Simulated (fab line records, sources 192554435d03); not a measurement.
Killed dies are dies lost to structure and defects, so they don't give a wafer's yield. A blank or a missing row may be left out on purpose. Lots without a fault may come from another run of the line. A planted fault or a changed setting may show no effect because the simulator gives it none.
fab line records | flow n5_finfet
record lots=7 wafers=21 last_day=17
route steps=1938 shown BEOL_M1@767 BEOL_M4@1111 PASSIVATION@1936
lots that met no fault: from a run of the same line without faults
start_h: hours from the record's first day to the start of the lot's first wafer shown | wait_h: hours since the lot's step before | " the same as in the row above | L1.1+2: a row that stands for several wafers | - no value, or no start given | * or withheld: withheld | < > ~ a bound
route shown NAME@n: a module of which the file shows steps, and the number in the route of the first | usual: mean/standard deviation of fault-free wafers | same: alike in all rows | chamber/n: place in a boat | sites: the reading at each site | _std_site: their standard deviation | _edge_site: outer sites' mean less inner sites' | radius_mm: how far each site lies from the wafer's centre | mask NAME#n: copy n | behind: the tool/chamber that last shaped the wafer | hold: why the lot was held/for how many hours/how that ended | device: the transistor (n, p or np) that didn't switch | end of line: the same wafers' tests at the end of the route | a step without rows: its recipe alone | killed: dies lost to structure and defects at the first sort, not the wafer's yield | map: a wafer's dies, x killed, . not, _ none there
set.NAME: the setting as run; set.NAME@STEP: as run at that earlier step | model.NAME: the simulator's own value behind a step, which no gauge read
lots at some steps of the route; a table a step, a row a wafer
services: from which hour (start_h, from the record's first day; less than 0 if before it) a tool's chamber was out of use, for how many hours, and why
## steps
# step N5_BEOL_M1_DESCUM_16
# recipe chemistry=O2 time_s=7 source_power_w=50 bias_power_w=20 pressure_mtorr=20 rf_frequency_hz=2.712e+07 temp_c=40 resist=CAR-EUV o2_flow_sccm=225
# usual drypump_motor_current_A=5.7/0.58 oes_product_au=0.78/0.09 rf_vpp_V=243.2/1.6 showerhead_plenum_p_Torr=2.10/0.092 throttle_valve_pct=20.38/0.19
# columns lot.wafer tool chamber start_h wait_h drypump_motor_current_A oes_product_au rf_hours_counter_h rf_vpp_V showerhead_plenum_p_Torr throttle_valve_pct
L325.2 rie_diel-05 2 154.67 0.0 6.2 0.73 166 239.5 2.01 20.63
L325.3 " 1 " " 6.0 0.68 243 244.0 2.06 20.70
L325.5 " 2 " " 6.2 0.73 - 242.5 2.01 20.61
L326.2 rie_diel-03 3 155.80 0.0 5.2 0.78 117 239.1 1.93 20.19
L326.4 " 0 " " 5.4 0.71 222 243.7 2.17 20.41
L326.5 " 3 " " 5.2 0.78 - 240.5 1.93 20.17
L332.3 rie_diel-01 0 192.94 0.0 6.0 0.68 254 243.8 2.15 20.65
L332.5 " 2 " " 6.3 0.73 - 244.7 2.16 20.70
L332.6 " 1 " " 5.8 0.90 - 246.7 2.22 20.22
L334.1 rie_diel-03 3 216.16 0.1 5.2 0.75 134 241.5 1.92 20.21
L334.4 " 1 " " 5.4 0.73 184 244.9 2.17 20.31
L334.6 " 0 " " 5.3 0.69 - 244.3 2.16 20.44
L335.1 rie_diel-03 3 217.37 0.0 5.2 0.75 134 242.0 1.92 20.20
L335.4 " 1 " " 5.4 0.73 184 244.8 2.17 20.32
L335.5 " 0 " " 5.3 0.69 - 244.4 2.16 20.44
L341.2 rie_diel-01 3 252.02 0.0 4.9 0.92 18 242.8 2.13 20.01
L341.5 " 3 " " 4.9 0.92 - 244.0 2.13 20.01
L341.6 " 1 " " 5.8 0.87 - 244.1 2.22 20.26
L342.1 rie_diel-03 3 255.88 0.1 5.3 0.75 147 240.2 1.92 20.22
L342.4 " 1 " " 5.4 0.73 - 243.2 2.17 20.34
L342.5 " 3 " " 5.2 0.75 - 240.7 1.92 20.22
# step N5_BEOL_M1_ETCH_74
# recipe chemistry=N2/H2 target=underlayer target_depth_a=65 mask_material=CAR-EUV time_s=5.2 ion_energy_ev=200 pressure_mtorr=30 source_w=840 bias_w=150 n2_flow_sccm=200 h2_flow_sccm=200 ends=cleared
# usual drypump_motor_current_A=5.7/0.58 etch_rf_on_time_s=5.17/0.1 n2_flow_sccm=200.0/0.57 oes_product_au=0.67/0.08 rf_vpp_V=524/3.4 showerhead_plenum_p_Torr=2.55/0.11 throttle_valve_pct=17.83/0.24
# columns lot.wafer tool chamber start_h wait_h drypump_motor_current_A etch_rf_on_time_s n2_flow_sccm oes_product_au rf_hours_counter_h rf_vpp_V showerhead_plenum_p_Torr throttle_valve_pct
L325.2 rie_diel-05 2 154.71 0.0 6.2 5.32 200.9 0.61 166 519 2.43 17.88
L325.3 " 1 " " 6.0 5.30 201.1 0.58 243 522 2.51 18.32
L325.5 " 2 " " 6.2 5.36 199.9 0.62 - 522 2.43 17.90
L326.2 rie_diel-03 3 155.84 0.0 5.2 5.19 200.4 0.66 117 517 2.36 17.70
L326.4 " 0 " " 5.4 5.21 199.9 0.61 222 526 2.61 17.87
L326.5 " 3 " " 5.2 5.21 199.5 0.67 - 519 2.36 17.67
L332.3 rie_diel-01 0 192.98 0.0 6.0 5.19 200.2 0.59 254 526 2.61 18.07
L332.5 " 2 " " 6.4 5.09 199.2 0.64 - 526 2.64 18.32
L332.6 " 1 " " 5.8 5.03 199.7 0.78 - 527 2.70 17.55
L334.1 rie_diel-03 3 216.19 0.0 5.2 5.31 200.3 0.65 134 517 2.35 17.71
L334.4 " 1 " " 5.4 5.16 200.9 0.63 184 527 2.63 17.73
L334.6 " 0 " " 5.4 5.32 199.5 0.59 - 525 2.60 17.89
L335.1 rie_diel-03 3 217.40 0.0 5.2 5.20 200.4 0.65 134 517 2.35 17.69
L335.4 " 1 " " 5.4 5.21 200.2 0.61 184 527 2.63 17.76
L335.5 " 0 " " 5.4 5.30 200.0 0.59 - 526 2.60 17.89
L341.2 rie_diel-01 3 252.05 0.0 4.9 4.90 199.7 0.79 18 525 2.60 17.47
L341.5 " 3 " " 4.9 4.99 200.5 0.79 - 523 2.60 17.47
L341.6 " 1 " " 5.8 5.03 200.3 0.74 - 527 2.69 17.62
L342.1 rie_diel-03 3 255.91 0.0 5.2 5.23 200.0 0.64 147 519 2.34 17.74
L342.4 " 1 " " 5.4 5.15 198.5 0.62 - 524 2.63 17.78
L342.5 " 3 " " 5.2 5.19 200.4 0.64 - 517 2.34 17.77
# step N5_BEOL_M1_ETCH_63
# recipe chemistry=CF4 target=SiARC target_depth_a=156 mask_material=CAR-EUV time_s=26 ion_energy_ev=80 pressure_mtorr=40 source_w=545 bias_w=36 Ar_flow_sccm=100 cf4_flow_sccm=100 ends=cleared
# usual drypump_motor_current_A=5.7/0.58 etch_rf_on_time_s=25.8/0.44 oes_product_au=0.67/0.079 rf_vpp_V=184.2/1.2 showerhead_plenum_p_Torr=2.14/0.085 throttle_valve_pct=15.57/0.19
# columns lot.wafer tool chamber start_h wait_h drypump_motor_current_A etch_rf_on_time_s oes_product_au rf_hours_counter_h rf_vpp_V showerhead_plenum_p_Torr throttle_valve_pct
L325.2 rie_diel-05 2 154.73 0.0 6.2 26.3 0.62 166 184.0 2.05 15.75
L325.3 " 1 " " 6.0 26.5 0.58 243 183.8 2.11 15.88
L325.5 " 2 " " 6.2 26.5 0.61 - 183.2 2.05 15.72
L326.2 rie_diel-03 3 155.85 0.0 5.2 25.8 0.67 117 183.6 1.99 15.44
L326.4 " 0 " " 5.4 25.8 0.61 222 184.8 2.20 15.59
L326.5 " 3 " " 5.2 25.9 0.66 - 183.4 1.99 15.46
L332.3 rie_diel-01 0 192.99 0.0 6.0 25.9 0.58 254 184.5 2.19 15.85
L332.5 " 2 " " 6.3 25.6 0.63 - 186.1 2.21 15.93
L332.6 " 1 " " 5.8 25.2 0.78 - 184.7 2.26 15.36
L334.1 rie_diel-03 3 216.21 0.0 5.2 26.3 0.65 134 181.8 1.99 15.49
L334.4 " 1 " " 5.5 25.6 0.63 184 184.9 2.21 15.50
L334.6 " 0 " " 5.4 26.2 0.59 - 184.5 2.20 15.62
L335.1 rie_diel-03 3 217.42 0.0 5.2 26.3 0.65 134 182.0 1.99 15.49
L335.4 " 1 " " 5.4 26.0 0.62 184 185.2 2.21 15.50
L335.5 " 0 " " 5.4 26.5 0.59 - 184.3 2.20 15.64
L341.2 rie_diel-01 3 252.07 0.0 4.9 24.9 0.79 18 184.0 2.19 15.23
L341.5 " 3 " " 4.9 24.9 0.80 - 184.9 2.19 15.24
L341.6 " 1 " " 5.8 25.2 0.75 - 184.9 2.25 15.41
L342.1 rie_diel-03 3 255.93 0.0 5.2 26.1 0.64 147 182.5 1.98 15.52
L342.4 " 1 " " 5.5 26.1 0.62 - 184.9 2.21 15.54
L342.5 " 3 " " 5.2 26.1 0.64 - 180.3 1.98 15.51
# step N5_BEOL_M1_ETCH_64
# recipe chemistry=N2/H2 target=SOC target_depth_a=750 overetch_a=150 mask_material=SiARC temp_c=40 time_s=112.5 ion_energy_ev=200 pressure_mtorr=30 source_w=840 bias_w=150 n2_flow_sccm=200 h2_flow_sccm=200
# usual drypump_motor_current_A=5.7/0.58 n2_flow_sccm=200.0/0.58 oes_product_au=0.62/0.068 rf_vpp_V=524/3.1 showerhead_plenum_p_Torr=2.55/0.11 throttle_valve_pct=17.79/0.24
# columns lot.wafer tool chamber start_h wait_h drypump_motor_current_A n2_flow_sccm oes_product_au rf_hours_counter_h rf_vpp_V showerhead_plenum_p_Torr throttle_valve_pct
L325.2 rie_diel-05 2 154.75 0.0 6.2 199.6 0.57 166 521 2.43 17.86
L325.3 " 1 " " 6.0 200.2 0.54 243 522 2.51 18.32
L325.5 " 2 " " 6.2 200.0 0.57 - 522 2.43 17.86
L326.2 rie_diel-03 3 155.88 0.0 5.2 199.5 0.62 117 518 2.36 17.63
L326.4 " 0 " " 5.4 199.5 0.56 222 525 2.61 17.83
L326.5 " 3 " " 5.2 199.7 0.62 - 520 2.36 17.62
L332.3 rie_diel-01 0 193.02 0.0 6.0 200.9 0.54 254 525 2.61 18.05
L332.5 " 2 " " 6.4 200.5 0.58 - 526 2.64 18.28
L332.6 " 1 " " 5.8 199.3 0.71 - 527 2.70 17.52
L334.1 rie_diel-03 3 216.24 0.0 5.2 200.8 0.60 134 518 2.35 17.66
L334.4 " 1 " " 5.5 198.6 0.58 184 526 2.63 17.69
L334.6 " 0 " " 5.4 200.3 0.55 - 524 2.60 17.86
L335.1 rie_diel-03 3 217.45 0.0 5.2 199.8 0.60 134 517 2.35 17.67
L335.4 " 1 " " 5.4 200.0 0.57 184 527 2.63 17.69
L335.5 " 0 " " 5.4 199.7 0.55 - 527 2.60 17.85
L341.2 rie_diel-01 3 252.10 0.0 4.9 199.5 0.72 18 524 2.60 17.43
L341.5 " 3 " " 4.9 200.2 0.72 - 525 2.60 17.44
L341.6 " 1 " " 5.8 200.3 0.68 - 528 2.69 17.56
L342.1 rie_diel-03 3 255.96 0.0 5.2 201.3 0.59 147 517 2.34 17.68
L342.4 " 1 " " 5.4 200.2 0.57 - 526 2.63 17.73
L342.5 " 3 " " 5.2 199.9 0.60 - 519 2.34 17.67
# step N5_BEOL_M1_STRIP_65
# recipe chemistry=N2/H2 temp_c=40 n2_flow_sccm=200 h2_flow_sccm=200 rf_frequency_hz=6e+07
# step N5_BEOL_M1_STRIP_75
# recipe chemistry=N2/H2 temp_c=40 n2_flow_sccm=200 h2_flow_sccm=200 rf_frequency_hz=6e+07
# step N5_BEOL_M1_STRIP_66
# recipe chemistry=CF4 resist=SiARC power_w=300 bias_power_w=75 pressure_mtorr=50 cf4_flow_sccm=150 rf_frequency_hz=6e+07
# step N5_BEOL_M1_HM_OPEN_17
# recipe chemistry=Cl2/BCl3 target_depth_a=200 overetch_a=60 target=TiN mask_material=SOC ion_energy_ev=150 pressure_mtorr=10 icp_w=1000 bias_w=126 Cl2_flow_sccm=53.25 bcl3_flow_sccm=21.75 Ar_flow_sccm=25
# step N5_BEOL_M1_STRIP_19
# recipe chemistry=O2 power_w=400 temp_c=40 pressure_mtorr=30 rf_frequency_hz=6e+07 bias_power_w=0 overash_fraction=0.2 o2_flow_sccm=225
# usual drypump_motor_current_A=5.7/0.64 oes_product_au=0.77/0.084 rf_vpp_V=3.6/0.45 showerhead_plenum_p_Torr=2.09/0.09 throttle_valve_pct=16.67/0.2
# columns lot.wafer tool chamber start_h wait_h drypump_motor_current_A oes_product_au rf_hours_counter_h rf_vpp_V showerhead_plenum_p_Torr throttle_valve_pct
L325.2 rie_diel-03 1 155.08 0.1 5.5 0.75 168 4.2 2.18 16.56
L325.3 " 2 " " 5.2 0.75 144 2.5 2.19 16.62
L325.5 " 2 " " 5.2 0.76 - 3.2 2.19 16.61
L326.2 rie_diel-05 0 156.16 0.1 4.7 0.89 30 3.7 2.04 16.38
L326.4 " 3 " " 6.8 0.78 137 3.7 2.01 16.65
L326.5 " 1 " " 6.0 0.69 - 3.5 2.07 16.98
L332.3 rie_diel-01 2 193.30 0.1 6.4 0.74 189 3.4 2.16 16.95
L332.5 " 0 " " 6.0 0.67 - 3.9 2.15 16.95
L332.6 " 2 " " 6.4 0.74 - 4.0 2.16 16.95
L334.1 rie_diel-03 0 216.53 0.1 5.4 0.70 238 3.7 2.16 16.70
L334.4 " 2 " " 5.2 0.74 162 3.4 2.19 16.63
L334.6 " 0 " " 5.4 0.70 - 3.2 2.16 16.71
L335.1 rie_diel-03 0 217.73 0.1 5.3 0.70 238 4.2 2.16 16.69
L335.4 " 2 " " 5.2 0.74 162 3.3 2.19 16.63
L335.5 " 2 " " 5.1 0.74 - 3.7 2.18 16.63
L341.2 rie_diel-05 1 252.47 0.1 6.0 0.92 15 3.0 2.06 16.56
L341.5 " 0 " " 4.7 0.84 - 3.6 2.03 16.45
L341.6 " 1 " " 6.0 0.93 - 3.7 2.06 16.56
L342.1 rie_diel-03 0 256.23 0.1 5.4 0.68 251 2.7 2.16 16.75
L342.4 " 0 " " 5.4 0.69 - 3.4 2.16 16.73
L342.5 " 3 " " 5.2 0.75 - 3.7 1.93 16.52
# step N5_BEOL_M1_CD_MEAS_18
# recipe pitch_nm=36 target_cd_nm=18
# usual cd_nm=18.07/0.27
# columns lot.wafer tool chamber start_h wait_h cd_nm
L325.2 cd_sem-03 - 155.15 0.1 18.20
L325.3 " - " " 18.17
L325.5 " - " " 17.93
L326.2 cd_sem-01 - 156.23 0.1 17.84
L326.4 " - " " 18.10
L326.5 " - " " 17.97
L332.3 cd_sem-02 - 193.37 0.1 18.02
L332.5 " - " " 17.93
L332.6 " - " " 18.36
L334.1 cd_sem-02 - 216.60 0.0 18.09
L334.4 " - " " 18.10
L334.6 " - " " 17.79
L335.1 cd_sem-01 - 217.80 0.0 18.29
L335.4 " - " " 17.68
L335.5 " - " " 18.38
L341.2 cd_sem-01 - 252.54 0.1 18.32
L341.5 " - " " 18.25
L341.6 " - " " 18.21
L342.1 cd_sem-03 - 256.30 0.0 18.28
L342.4 " - " " 17.64
L342.5 " - " " 18.07
# step N5_BEOL_M1_COAT_67
# recipe resist=SOC temp_c=250 time_s=60 spin_rpm=1500 resist_thk_nm=60
# step N5_BEOL_M1_COAT_68
# recipe resist=SiARC temp_c=220 time_s=60 spin_rpm=1500 resist_thk_nm=12
# step N5_BEOL_M1_COAT_76
# recipe resist=underlayer temp_c=205 time_s=60 spin_rpm=1500 resist_thk_nm=5
# usual heater_power_total_W=391.8/1.3 plate_temp_C=204.99/0.15
# columns lot.wafer tool chamber start_h wait_h heater_power_total_W plate_temp_C
L325.2 litho_track-04 0 155.19 - 391.4 205.18
L325.3 " 0 " " 390.3 204.91
L325.5 " 0 " " 393.8 205.08
L326.2 litho_track-05 0 156.27 - 392.6 205.04
L326.4 " 0 " " 391.2 204.98
L326.5 " 0 " " 389.9 204.93
L332.3 litho_track-05 0 193.41 - 406.9 212.22
L332.5 " 0 " " 408.7 212.17
L332.6 " 0 " " 408.9 212.39
L334.1 litho_track-05 0 216.64 - 407.6 212.26
L334.4 " 0 " " 408.9 212.24
L334.6 " 0 " " 410.4 212.14
L335.1 litho_track-05 0 217.84 - 408.7 212.10
L335.4 " 0 " " 407.3 211.91
L335.5 " 0 " " 406.8 212.14
L341.2 litho_track-03 0 252.58 - 392.2 205.20
L341.5 " 0 " " 393.1 205.19
L341.6 " 0 " " 390.7 205.16
L342.1 litho_track-04 0 256.34 - 389.9 204.89
L342.4 " 0 " " 393.6 205.18
L342.5 " 0 " " 391.8 204.93
# step N5_BEOL_M1_COAT_22
# recipe resist=CAR-EUV spin_rpm=1500 resist_thk_nm=30
# step N5_BEOL_M4_RC_MEAS_101
# usual DIBL_N=36.3/1 DIBL_P=36.2/1.4 IOFF_N=0.157/0.021 IOFF_P=0.206/0.025 ION_N=673/9 ION_P=461/6.4 SS_N=71.5/0.5 SS_P=73.2/0.47 VT_N=249.9/2.4 VT_P=-250.6/2.9
# columns lot.wafer tool chamber start_h wait_h DIBL_N[mV/V] DIBL_P[mV/V] IOFF_N[nA/um] IOFF_P[nA/um] ION_N[uA/um] ION_P[uA/um] SS_N[mV/dec] SS_P[mV/dec] VT_N[mV] VT_P[mV]
L325.2 prober-02 0 199.80 0.2 36.6 37.1 0.158 0.208 670 457 71.3 73.6 251.4 -251.3
L325.3 " 0 " " 34.5 34.7 0.138 0.184 673 465 71.1 73.2 250.4 -249.8
L325.5 " 0 " " 36.5 37.6 0.159 0.216 663 454 71.3 73.7 252.1 -251.2
L326.2 prober-01 0 201.70 0.2 38.3 36.8 0.173 0.210 677 462 71.7 73.0 248.6 -252.0
L326.4 " 0 " " 37.3 36.1 0.155 0.206 684 468 71.7 73.3 248.2 -249.6
L326.5 " 0 " " 37.6 37.2 0.176 0.225 683 464 71.7 73.3 246.7 -250.1
L332.3 prober-02 0 237.44 0.3 38.8 39.5 0.204 0.247 677 460 72.6 74.1 248.8 -250.0
L332.5 " 0 " " 36.2 36.4 0.145 0.191 665 457 72.5 73.2 256.0 -251.6
L332.6 " 0 " " 36.1 36.1 0.147 0.190 677 464 72.6 72.7 251.3 -252.7
L334.1 prober-01 0 251.80 0.0 36.8 35.5 0.187 0.244 677 463 71.0 73.3 247.5 -244.9
L334.4 " 0 " " 36.8 36.0 0.185 0.234 688 465 71.7 73.6 246.7 -245.9
L334.6 " 0 " " 38.6 38.3 0.231 0.281 700 475 72.1 73.8 243.9 -246.2
L335.1 prober-02 0 263.38 0.0 36.6 36.2 0.157 0.230 686 472 71.8 73.2 248.0 -243.7
L335.4 " 0 " " 35.8 35.5 0.146 0.223 682 474 70.7 72.7 247.2 -247.0
L335.5 " 0 " " 37.2 35.9 0.153 0.236 670 465 71.6 72.6 249.0 -248.2
L341.2 prober-01 0 289.31 0.2 37.5 36.1 0.166 0.236 683 470 72.1 72.6 248.3 -246.5
L341.5 " 0 " " 37.4 35.7 0.164 0.234 678 463 71.5 73.8 250.8 -245.9
L341.6 " 0 " " 36.6 35.1 0.152 0.210 675 463 70.4 73.3 249.1 -250.4
L342.1 prober-02 0 301.67 0.0 37.1 37.4 0.172 0.208 676 463 71.5 73.3 251.2 -251.8
L342.4 " 0 " " 36.7 36.5 0.165 0.203 674 458 71.5 73.2 250.1 -251.7
L342.5 " 0 " " 35.8 36.0 0.148 0.184 675 456 71.2 74.2 251.8 -252.5
# step N5_PASSIVATION_PROBE_49
# usual defect_limited_yield=91.1/1.3 killed_at_M0_to_M3=36/10 killed_at_M4_up=14/4.4 killed_at_contacts=14/5.7 killed_at_front_end=39/9.4 killed_at_other=2.9/2.6 killed_dies=105/15 killed_open=70/12 killed_short=34/7.1 sort_bin_5_function=5.3/0.77 sort_bin_6_memory=3.3/0.66 sort_n_pass=1075/15 sort_yield_pct=91.1/1.3
# same gross_dies=1180 killed_at_back_side=0 sort_bin_4_leakage[%]=0 sort_bin_8_speed[%]=0
# columns lot.wafer tool chamber start_h wait_h defect_limited_yield[%] killed_at_M0_to_M3 killed_at_M4_up killed_at_contacts killed_at_front_end killed_at_other killed_dies killed_open killed_short sort_bin_5_function[%] sort_bin_6_memory[%] sort_n_pass sort_yield_pct[%]
L326.2 prober-02 - 303.62 0.1 89.5 45 21 18 34 6 124 86 37 5.9 4.4 1056 89.5
L326.4 prober-02 - 303.72 0.2 91.4 29 13 24 31 4 101 67 32 5.0 3.3 1079 91.4
L326.5 prober-02 - 303.77 0.2 90.7 41 14 24 31 0 110 74 35 5.0 4.0 1070 90.7
L332.3 prober-01 - 336.33 0.1 90.9 37 17 19 33 1 107 74 33 5.3 3.4 1073 90.9
L332.5 prober-01 - 336.43 0.2 89.1 23 13 23 67 3 129 92 37 6.4 4.2 1051 89.1
L332.6 prober-01 - 336.48 0.3 91.5 23 19 18 38 2 100 70 29 5.3 3.0 1080 91.5
# killed by level:class
L326.2 MOL_CONTACT_COAG:geometric_particle:open=15 BEOL_M0_SAQP:geometric_particle:open=15 BEOL_M0_SAQP:geometric_particle:short=14 BEOL_M4:geometric_particle:open=13 STI_FIN_REVEAL:geometric_particle:open=11 FIN_SAQP:geometric_particle:short=6 FIN_SAQP:geometric_particle:open=4 BEOL_M1:geometric_particle:open=4
L326.4 MOL_CONTACT_COAG:geometric_particle:open=22 FIN_SAQP:geometric_particle:short=10 BEOL_M0_SAQP:geometric_particle:open=8 BEOL_M3:geometric_particle:open=8 FIN_SAQP:geometric_particle:open=6 STI_FIN_REVEAL:geometric_particle:open=5 BEOL_M0_SAQP:geometric_particle:short=4 BEOL_M1:geometric_particle:open=4
L326.5 MOL_CONTACT_COAG:geometric_particle:open=18 BEOL_M0_SAQP:geometric_particle:open=13 BEOL_M0_SAQP:geometric_particle:short=13 FIN_SAQP:geometric_particle:short=7 FIN_SAQP:geometric_particle:open=6 STI_FIN_REVEAL:geometric_particle:open=6 MOL_CONTACT_COAG:geometric_particle:short=6 BEOL_M0:geometric_particle:open=5
L332.3 MOL_CONTACT_COAG:geometric_particle:open=13 BEOL_M2:geometric_particle:open=12 FIN_SAQP:geometric_particle:open=7 DUMMY_GATE:geometric_particle:open=7 MOL_CONTACT_COAG:geometric_particle:short=6 BEOL_M0_SAQP:geometric_particle:short=5 BEOL_M0_SAQP:geometric_particle:open=5 BEOL_M0:geometric_particle:open=5
L332.5 FIN_SAQP:geometric_particle:open=26 MOL_CONTACT_COAG:geometric_particle:open=17 FIN_SAQP:geometric_particle:short=13 STI_FIN_REVEAL:geometric_particle:open=8 GATE_CUT:geometric_particle:open=7 MOL_CONTACT_COAG:geometric_particle:short=6 BEOL_M0_SAQP:geometric_particle:open=4 BEOL_M1:geometric_particle:open=4
L332.6 MOL_CONTACT_COAG:geometric_particle:open=16 FIN_SAQP:geometric_particle:open=9 STI_FIN_REVEAL:geometric_particle:open=7 FIN_SAQP:geometric_particle:short=6 BEOL_M0_SAQP:geometric_particle:open=6 BEOL_M4:geometric_particle:open=6 GATE_CUT:geometric_particle:short=5 BEOL_M0_SAQP:geometric_particle:short=5
## services
# columns tool chamber start_h hours kind
rie_diel-01 3 132.83 3.4 repair
rie_diel-03 - 137.82 2.8 pm
litho_track-03 - 138.32 - consumable_replace:filter
rie_diel-01 0 171.33 5.5 repair
rie_diel-01 3 177.07 - clean
rie_diel-01 3 177.07 - consumable_replace:focus_ring
rie_diel-01 3 177.07 20.5 scheduled_down
rie_diel-01 3 177.07 20.5 vent_cycle
rie_diel-05 1 180.70 - clean
rie_diel-05 1 180.70 - consumable_replace:focus_ring
rie_diel-05 1 180.70 22.6 scheduled_down
rie_diel-05 1 180.70 22.6 vent_cycle
rie_diel-01 0 197.61 - clean
rie_diel-01 0 197.61 - consumable_replace:focus_ring
rie_diel-01 0 197.61 26.5 scheduled_down
rie_diel-01 0 197.61 26.5 vent_cycle
rie_diel-01 - 202.49 2.8 pm
litho_track-05 - 222.53 - consumable_replace:filter
litho_track-03 - 223.66 - consumable_replace:filter
rie_diel-01 2 247.19 13.3 repair
rie_diel-03 2 251.67 11.3 repair
## key
first_sign step=N5_BEOL_M1_COAT_76 reading=plate_temp_C direction=up sigmas=49 usual=* struck=*
effect step=N5_BEOL_M1_COAT_76 reading=heater_power_total_W direction=up sigmas=13 usual=* struck=*
met_at N5_BEOL_M1_COAT_76
struck_wafers L332.3,L332.5,L332.6,L334.1,L334.4,L334.6,L335.1,L335.4,L335.5
onset_between 156.27 193.41
fault kind=process_parameter_drift tool=litho_track-05 chamber=- onset_h=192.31 steps=N5_BEOL_M1_COAT_76 channel=temp_c offset=* shape=step end_h=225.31 acts_in=* stated=*
